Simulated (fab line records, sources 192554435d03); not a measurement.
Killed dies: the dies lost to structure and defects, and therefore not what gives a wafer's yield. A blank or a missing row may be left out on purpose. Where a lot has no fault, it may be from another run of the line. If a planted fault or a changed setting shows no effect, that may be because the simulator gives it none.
Which tool did it? :: flow n5Finfet :: 10 lots with 30 wafers sampled at 6 steps, on a route of 1938 steps

WHAT THE GAUGES READ, wafer by wafer
N5_BEOL_M4_RC_MEAS_101. Usual: DIBL_N 36.4 mV/V, standard deviation 1.6; DIBL_P 36.2 mV/V, standard deviation 1.8; IOFF_N 0.159 nA/um, standard deviation 0.029; IOFF_P 0.21 nA/um, standard deviation 0.034; ION_N 670 uA/um, standard deviation 12; ION_P 459 uA/um, standard deviation 8.2; SS_N 71.5 mV/dec, standard deviation 0.59; SS_P 73.2 mV/dec, standard deviation 0.54; VT_N 250 mV, standard deviation 3.3; VT_P -250 mV, standard deviation 3.7.
lot: L241
measured: day 9 12:06
on: prober-02
DIBL_N (mV/V): 34.8 37.0 36.3
DIBL_P (mV/V): 33.3 35.7 34.5
IOFF_N (nA/um): 0.133 0.170 0.144
IOFF_P (nA/um): 0.20 0.24 0.22
ION_N (uA/um): 674 685 658
ION_P (uA/um): 465 464 459
SS_N (mV/dec): 70.2 71.5 71.6
SS_P (mV/dec): 73.3 72.6 73.3
VT_N (mV): 252 248 252
VT_P (mV): -249 -247 -247
flag: 

lot: L244
measured: day 10 01:51
on: prober-02
DIBL_N (mV/V): 33.8 38.0 36.7
DIBL_P (mV/V): 34.1 39.1 37.2
IOFF_N (nA/um): 0.128 0.205 0.165
IOFF_P (nA/um): 0.17 0.24 0.19
ION_N (uA/um): 663 686 679
ION_P (uA/um): 456 462 464
SS_N (mV/dec): 71.1 72.1 71.7
SS_P (mV/dec): 72.2 73.4 73.5
VT_N (mV): 251 247 248
VT_P (mV): -250 -246 -254
flag: 

lot: L248
measured: day 10 09:16
on: prober-01
DIBL_N (mV/V): 38.3 38.0 38.2
DIBL_P (mV/V): 37.5 36.8 37.1
IOFF_N (nA/um): 0.176 0.173 0.184
IOFF_P (nA/um): 0.27 0.24 0.26
ION_N (uA/um): 669 692 678
ION_P (uA/um): 462 473 468
SS_N (mV/dec): 71.5 71.6 71.8
SS_P (mV/dec): 74.3 73.7 74.1
VT_N (mV): 248 247 247
VT_P (mV): -245 -248 -243
flag: 

lot: L246
measured: day 11 03:57
on: prober-01
DIBL_N (mV/V): 35.2 35.8 37.1
DIBL_P (mV/V): 33.9 34.4 36.6
IOFF_N (nA/um): 0.121 0.130 0.148
IOFF_P (nA/um): 0.16 0.16 0.19
ION_N (uA/um): 656 657 664
ION_P (uA/um): 441 441 452
SS_N (mV/dec): 71.2 71.6 71.6
SS_P (mV/dec): 73.0 72.5 73.4
VT_N (mV): 254 257 252
VT_P (mV): -259 -258 -256
flag: 

lot: L249
measured: day 11 11:47
on: prober-02
DIBL_N (mV/V): 37.8 37.7 35.8
DIBL_P (mV/V): 38.0 36.4 34.1
IOFF_N (nA/um): 0.182 0.181 0.142
IOFF_P (nA/um): 0.23 0.19 0.16
ION_N (uA/um): 673 684 659
ION_P (uA/um): 463 456 445
SS_N (mV/dec): 71.8 72.6 71.4
SS_P (mV/dec): 73.8 73.7 72.9
VT_N (mV): 250 249 253
VT_P (mV): -252 -254 -255
flag: 

lot: L251
measured: day 12 08:26
on: prober-01
DIBL_N (mV/V): 36.2 36.7 35.9
DIBL_P (mV/V): 35.0 34.4 33.1
IOFF_N (nA/um): 0.141 0.149 0.131
IOFF_P (nA/um): 0.21 0.19 0.19
ION_N (uA/um): 664 656 669
ION_P (uA/um): 462 459 460
SS_N (mV/dec): 71.5 71.7 70.6
SS_P (mV/dec): 73.0 72.9 72.8
VT_N (mV): 252 253 250
VT_P (mV): -249 -251 -251
flag: 

lot: L252
measured: day 12 14:15
on: prober-02
DIBL_N (mV/V): 39.6 37.1 38.9
DIBL_P (mV/V): 38.4 35.3 36.7
IOFF_N (nA/um): 0.228 0.165 0.199
IOFF_P (nA/um): 0.24 0.20 0.22
ION_N (uA/um): 701 671 681
ION_P (uA/um): 467 455 456
SS_N (mV/dec): 72.1 71.9 71.9
SS_P (mV/dec): 73.0 73.3 73.1
VT_N (mV): 246 248 248
VT_P (mV): -248 -252 -251
flag: 

lot: L254
measured: day 12 21:51
on: prober-02
DIBL_N (mV/V): 34.7 36.9 36.5
DIBL_P (mV/V): 34.2 36.8 35.8
IOFF_N (nA/um): 0.115 0.151 0.152
IOFF_P (nA/um): 0.17 0.23 0.20
ION_N (uA/um): 649 661 657
ION_P (uA/um): 448 456 452
SS_N (mV/dec): 70.8 71.6 70.8
SS_P (mV/dec): 72.9 73.2 73.2
VT_N (mV): 254 249 252
VT_P (mV): -255 -250 -253
flag: 

lot: L260
measured: day 13 23:15
on: prober-02
DIBL_N (mV/V): 35.5 38.6 36.9
DIBL_P (mV/V): 34.9 39.7 37.1
IOFF_N (nA/um): 0.113 0.190 0.152
IOFF_P (nA/um): 0.14 0.20 0.16
ION_N (uA/um): 649 673 675
ION_P (uA/um): 443 453 455
SS_N (mV/dec): 71.2 72.2 71.9
SS_P (mV/dec): 72.3 73.7 72.9
VT_N (mV): 257 250 251
VT_P (mV): -262 -253 -258
flag: 

lot: L262
measured: day 14 23:20
on: prober-02
DIBL_N (mV/V): 37.0 32.8 32.9
DIBL_P (mV/V): 37.7 33.8 34.5
IOFF_N (nA/um): 0.179 0.114 0.119
IOFF_P (nA/um): 0.27 0.20 0.23
ION_N (uA/um): 671 657 660
ION_P (uA/um): 468 466 464
SS_N (mV/dec): 72.1 70.8 70.8
SS_P (mV/dec): 73.9 72.3 73.0
VT_N (mV): 248 255 249
VT_P (mV): -245 -246 -247
flag: 

N5_BEOL_M11_OCD_MEAS_38. Usual: trenchDepthNm at 149.8 nm, with a standard deviation of 2.5.
lot: L241
measured: day 12 03:28
on: ocd-01
trenchDepthNm (nm): 152.9 149.5 152.6
flag: 

lot: L244
measured: day 12 12:11
on: ocd-01
trenchDepthNm (nm): 149.6 148.1 147.9
flag: 

lot: L248
measured: day 12 17:07
on: ocd-02
trenchDepthNm (nm): 150.6 152.1 149.4
flag: 

lot: L246
measured: day 13 18:06
on: ocd-02
trenchDepthNm (nm): 149.4 150.1 152.2
flag: 

lot: L249
measured: day 14 05:13
on: ocd-01
trenchDepthNm (nm): 147.8 147.4 150.3
flag: 

lot: L251
measured: day 14 22:21
on: ocd-01
trenchDepthNm (nm): - - -
flag: OFF

lot: L252
measured: day 14 22:29
on: ocd-01
trenchDepthNm (nm): - - -
flag: OFF

lot: L254
measured: day 15 04:35
on: ocd-01
trenchDepthNm (nm): 153.9 147.0 153.3
flag: 

lot: L260
measured: day 16 11:10
on: ocd-02
trenchDepthNm (nm): 150.5 154.9 151.2
flag: 

lot: L262
measured: day 17 15:06
on: ocd-01
trenchDepthNm (nm): 148.9 148.8 148.2
flag: 

WHAT TOOL EACH LOT RAN ON (gives the tool, then ch and the chambers of the sampled wafers, and finally the start)
lot: L241
N5_BEOL_M10_SPUTTER_48: pvdSputter-03, day 11 20:31
N5_BEOL_M10_ANNEAL_51: rtpAnneal-02 ch 0, day 11 21:10
N5_BEOL_M11_ILD_DEP_00: pecvd-04 ch 0,1,2, day 11 21:50
N5_BEOL_M11_CURE_71: uvCure-01 ch 0, day 11 22:08

lot: L244
N5_BEOL_M10_SPUTTER_48: pvdSputter-01, day 12 05:14
N5_BEOL_M10_ANNEAL_51: rtpAnneal-01 ch 0, day 12 06:05
N5_BEOL_M11_ILD_DEP_00: pecvd-01 ch 0,1, day 12 06:50
N5_BEOL_M11_CURE_71: uvCure-01 ch 0, day 12 06:59

lot: L248
N5_BEOL_M10_SPUTTER_48: pvdSputter-02, day 12 12:52
N5_BEOL_M10_ANNEAL_51: rtpAnneal-01 ch 0, day 12 13:11
N5_BEOL_M11_ILD_DEP_00: pecvd-04 ch 0,1, day 12 13:53
N5_BEOL_M11_CURE_71: uvCure-01 ch 1, day 12 14:17

lot: L246
N5_BEOL_M10_SPUTTER_48: pvdSputter-02, day 13 11:15
N5_BEOL_M10_ANNEAL_51: rtpAnneal-01 ch 0, day 13 11:41
N5_BEOL_M11_ILD_DEP_00: pecvd-01 ch 0,1, day 13 12:30
N5_BEOL_M11_CURE_71: uvCure-01 ch 2, day 13 12:53

lot: L249
N5_BEOL_M10_SPUTTER_48: pvdSputter-01, day 13 20:01
N5_BEOL_M10_ANNEAL_51: rtpAnneal-02 ch 0, day 13 20:31
N5_BEOL_M11_ILD_DEP_00: pecvd-04 ch 0,2, day 13 21:16
N5_BEOL_M11_CURE_71: uvCure-01 ch 0, day 13 21:31

lot: L251
N5_BEOL_M10_SPUTTER_48: pvdSputter-01, day 14 15:34
N5_BEOL_M10_ANNEAL_51: rtpAnneal-01 ch 0, day 14 15:52
N5_BEOL_M11_ILD_DEP_00: pecvd-04 ch 0,1, day 14 16:40
N5_BEOL_M11_CURE_71: uvCure-02 ch 0, day 14 16:44

lot: L252
N5_BEOL_M10_SPUTTER_48: pvdSputter-03, day 14 15:44
N5_BEOL_M10_ANNEAL_51: rtpAnneal-02 ch 0, day 14 16:31
N5_BEOL_M11_ILD_DEP_00: pecvd-01 ch 0,2, day 14 17:19
N5_BEOL_M11_CURE_71: uvCure-01 ch 2, day 14 17:24

lot: L254
N5_BEOL_M10_SPUTTER_48: pvdSputter-02, day 15 00:28
N5_BEOL_M10_ANNEAL_51: rtpAnneal-02 ch 0, day 15 01:01
N5_BEOL_M11_ILD_DEP_00: pecvd-01 ch 0,2, day 15 01:45
N5_BEOL_M11_CURE_71: uvCure-01 ch 2, day 15 01:55

lot: L260
N5_BEOL_M10_SPUTTER_48: pvdSputter-03, day 16 06:28
N5_BEOL_M10_ANNEAL_51: rtpAnneal-02 ch 0, day 16 06:47
N5_BEOL_M11_ILD_DEP_00: pecvd-02 ch 0,1,2, day 16 07:31
N5_BEOL_M11_CURE_71: uvCure-02 ch 1, day 16 07:44

lot: L262
N5_BEOL_M10_SPUTTER_48: pvdSputter-02, day 17 07:47
N5_BEOL_M10_ANNEAL_51: rtpAnneal-01 ch 0, day 17 08:04
N5_BEOL_M11_ILD_DEP_00: pecvd-01 ch 0,2, day 17 08:50
N5_BEOL_M11_CURE_71: uvCure-01 ch 2, day 17 09:02
- N5_BEOL_M10_SPUTTER_48: material Cu, target thk 12 nm, time 2 s.
- N5_BEOL_M10_ANNEAL_51: time 90 s.
- N5_BEOL_M11_ILD_DEP_00: deposits SiCOH lowk from DEMS/porogen, target thk 308.51 nm, time 58 s.
- N5_BEOL_M11_CURE_71: cures SiCOH lowk, time 240 s.

WHAT THE TOOLS THEMSELVES READ (means of the sampled wafers that have a number; where no wafer has one, the mark that the record gives instead)
N5_BEOL_M10_SPUTTER_48. Usual: throttleValvePct at 29.8 %, with a standard deviation of 0.99.
lot: L241
tool: pvdSputter-03
throttleValvePct (%): 28.9
flag: 

lot: L244
tool: pvdSputter-01
throttleValvePct (%): 29.9
flag: 

lot: L248
tool: pvdSputter-02
throttleValvePct (%): 29.7
flag: 

lot: L246
tool: pvdSputter-02
throttleValvePct (%): 30.0
flag: 

lot: L249
tool: pvdSputter-01
throttleValvePct (%): 30.6
flag: 

lot: L251
tool: pvdSputter-01
throttleValvePct (%): 29.9
flag: 

lot: L252
tool: pvdSputter-03
throttleValvePct (%): 28.4
flag: 

lot: L254
tool: pvdSputter-02
throttleValvePct (%): 29.7
flag: 

lot: L260
tool: pvdSputter-03
throttleValvePct (%): 29.7
flag: 

lot: L262
tool: pvdSputter-02
throttleValvePct (%): 30.1
flag: 

N5_BEOL_M10_ANNEAL_51. Usual: wafer_temp_C_max at 225.83, with a standard deviation of 0.29.
lot: L241
tool: rtpAnneal-02
wafer_temp_C_max: 225.95
flag: 

lot: L244
tool: rtpAnneal-01
wafer_temp_C_max: 225.67
flag: 

lot: L248
tool: rtpAnneal-01
wafer_temp_C_max: 225.75
flag: 

lot: L246
tool: rtpAnneal-01
wafer_temp_C_max: 225.56
flag: 

lot: L249
tool: rtpAnneal-02
wafer_temp_C_max: 226.02
flag: 

lot: L251
tool: rtpAnneal-01
wafer_temp_C_max: 225.69
flag: 

lot: L252
tool: rtpAnneal-02
wafer_temp_C_max: 226.12
flag: 

lot: L254
tool: rtpAnneal-02
wafer_temp_C_max: 226.01
flag: 

lot: L260
tool: rtpAnneal-02
wafer_temp_C_max: 225.83
flag: 

lot: L262
tool: rtpAnneal-01
wafer_temp_C_max: 225.69
flag: 

N5_BEOL_M11_ILD_DEP_00. Usual: chamberPressureTorr 4.999 Torr, standard deviation 0.011; heaterPowerOuterW 155 W, standard deviation 42; heaterPowerW 333 W, standard deviation 63; showerheadPlenumPTorr 5.741 Torr, standard deviation 0.015; showerheadVppV 1443 V, standard deviation 110; throttleValvePct 14.0 %, standard deviation 1.
lot: L241
tool: pecvd-04
chamberPressureTorr (Torr): 4.990
heaterPowerOuterW (W): 165
heaterPowerW (W): 341
showerheadPlenumPTorr (Torr): 5.739
showerheadVppV (V): 1512
throttleValvePct (%): 13.6
flag: 

lot: L244
tool: pecvd-01
chamberPressureTorr (Torr): 4.999
heaterPowerOuterW (W): 193
heaterPowerW (W): 384
showerheadPlenumPTorr (Torr): 5.744
showerheadVppV (V): 1443
throttleValvePct (%): 14.7
flag: 

lot: L248
tool: pecvd-04
chamberPressureTorr (Torr): 5.008
heaterPowerOuterW (W): 189
heaterPowerW (W): 369
showerheadPlenumPTorr (Torr): 5.754
showerheadVppV (V): 1570
throttleValvePct (%): 14.0
flag: 

lot: L246
tool: pecvd-01
chamberPressureTorr (Torr): 5.004
heaterPowerOuterW (W): 205
heaterPowerW (W): 395
showerheadPlenumPTorr (Torr): 5.743
showerheadVppV (V): 1422
throttleValvePct (%): 14.5
flag: 

lot: L249
tool: pecvd-04
chamberPressureTorr (Torr): 4.996
heaterPowerOuterW (W): 161
heaterPowerW (W): 331
showerheadPlenumPTorr (Torr): 5.742
showerheadVppV (V): 1505
throttleValvePct (%): 13.6
flag: 

lot: L251
tool: pecvd-04
chamberPressureTorr (Torr): -
heaterPowerOuterW (W): -
heaterPowerW (W): -
showerheadPlenumPTorr (Torr): -
showerheadVppV (V): -
throttleValvePct (%): -
flag: OFF

lot: L252
tool: pecvd-01
chamberPressureTorr (Torr): -
heaterPowerOuterW (W): -
heaterPowerW (W): -
showerheadPlenumPTorr (Torr): -
showerheadVppV (V): -
throttleValvePct (%): -
flag: OFF

lot: L254
tool: pecvd-01
chamberPressureTorr (Torr): 4.994
heaterPowerOuterW (W): 181
heaterPowerW (W): 370
showerheadPlenumPTorr (Torr): 5.747
showerheadVppV (V): 1472
throttleValvePct (%): 14.7
flag: 

lot: L260
tool: pecvd-02
chamberPressureTorr (Torr): 5.005
heaterPowerOuterW (W): 126
heaterPowerW (W): 303
showerheadPlenumPTorr (Torr): 5.743
showerheadVppV (V): 1347
throttleValvePct (%): 13.9
flag: 

lot: L262
tool: pecvd-01
chamberPressureTorr (Torr): 5.008
heaterPowerOuterW (W): 180
heaterPowerW (W): 372
showerheadPlenumPTorr (Torr): 5.743
showerheadVppV (V): 1486
throttleValvePct (%): 14.8
flag: 

N5_BEOL_M11_CURE_71. Usual: lampPowerPct 52.31 %, standard deviation 0.06; wafer_temp_C_max 387.0, standard deviation 0.54.
lot: L241
tool: uvCure-01
lampPowerPct (%): 52.30
wafer_temp_C_max: 387.1
flag: 

lot: L244
tool: uvCure-01
lampPowerPct (%): 52.26
wafer_temp_C_max: 387.6
flag: 

lot: L248
tool: uvCure-01
lampPowerPct (%): 52.30
wafer_temp_C_max: 387.3
flag: 

lot: L246
tool: uvCure-01
lampPowerPct (%): 52.27
wafer_temp_C_max: 387.1
flag: 

lot: L249
tool: uvCure-01
lampPowerPct (%): 52.36
wafer_temp_C_max: 386.6
flag: 

lot: L251
tool: uvCure-02
lampPowerPct (%): 52.28
wafer_temp_C_max: 386.1
flag: 

lot: L252
tool: uvCure-01
lampPowerPct (%): 52.32
wafer_temp_C_max: 387.2
flag: 

lot: L254
tool: uvCure-01
lampPowerPct (%): 52.32
wafer_temp_C_max: 387.2
flag: 

lot: L260
tool: uvCure-02
lampPowerPct (%): 52.38
wafer_temp_C_max: 386.9
flag: 

lot: L262
tool: uvCure-01
lampPowerPct (%): 52.34
wafer_temp_C_max: 387.0
flag: 

THE ANSWER, worked out from the rows above alone
Rule: a lot counts as off when the mean over its wafers that have a number is more than 3 standard deviations away from the usual mean. Also off: a lot with no number at a reading for which 4 or more lots have one. Any other lot the step has rows for is counted as sound. Order of review: gauges by route order, followed by the tools' own readings, for which a lot's mean as printed above is used. At the first step where some lot is off, the reading lying furthest off is the one used; lots without a number count as furthest.
Off: L251, L252, at N5_BEOL_M11_OCD_MEAS_38 (trenchDepthNm). Without a number there: L251, L252.
If a tool, at a process step before that reading, ran all the lots that are off and no sound lot after the first of them, it fits. The gauges at N5_BEOL_M11_OCD_MEAS_38 aren't tried: what is off there is off at N5_BEOL_M11_ILD_DEP_00 too, on other tools, and a gauge's error can't cause that. Of those tried, none fits.

WHAT THE SIMULATOR PUT IN
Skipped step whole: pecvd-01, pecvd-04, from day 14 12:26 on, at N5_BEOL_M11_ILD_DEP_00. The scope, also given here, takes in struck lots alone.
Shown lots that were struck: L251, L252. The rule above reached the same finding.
